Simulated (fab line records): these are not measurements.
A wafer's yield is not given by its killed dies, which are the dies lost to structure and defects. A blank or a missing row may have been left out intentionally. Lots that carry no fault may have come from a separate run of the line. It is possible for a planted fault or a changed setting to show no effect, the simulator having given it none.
Chamber matching ; flow n5_finfet ; rie_diel-06 running N5_BEOL_M2_ETCH_70: 4 sister chambers
The step etches SOC in N2/H2, target depth 80 nm, overetch 24 nm, time 130 s. 4 wafers are shown with their chamber, then 7 later ones without.

## WAFERS WITH THEIR CHAMBER
wafer;chamber;drypump_motor_current_A (A)
L076.3;1;4.9
L088.5;0;5.6
L090.1;2;6.7
L090.3;3;5.5

## WAFERS WITHOUT THEIR CHAMBER
wafer;drypump_motor_current_A (A)
L090.5;4.9
L092.2;4.9
L092.3;4.9
L092.6;4.9
L097.2;5.4
L097.3;5.6
L097.5;4.9

## EACH ONE'S CHAMBER
wafer;from the rows above;in truth
L090.5;1;1
L092.2;1;1
L092.3;1;1
L092.6;1;1
L097.2;3;3
L097.3;0;0
L097.5;1;1
7 of 7 placed correctly. Can't be placed from these rows: 0. 0 placed wrongly.
How it was worked out, from the rows above alone: a wafer's distance from a chamber is the root of the sum, over the readings, of the square of ((its reading less the chamber's mean) divided by the reading's scatter). If the next closest chamber is less than 2 further off than the closest, the wafer can't be placed; otherwise it belongs to the closest. The mean given for a chamber averages the wafers shown for that chamber. The scatter: with one shown wafer a chamber, the root of the mean of the squares of how far each hidden wafer lies from its nearest shown one.
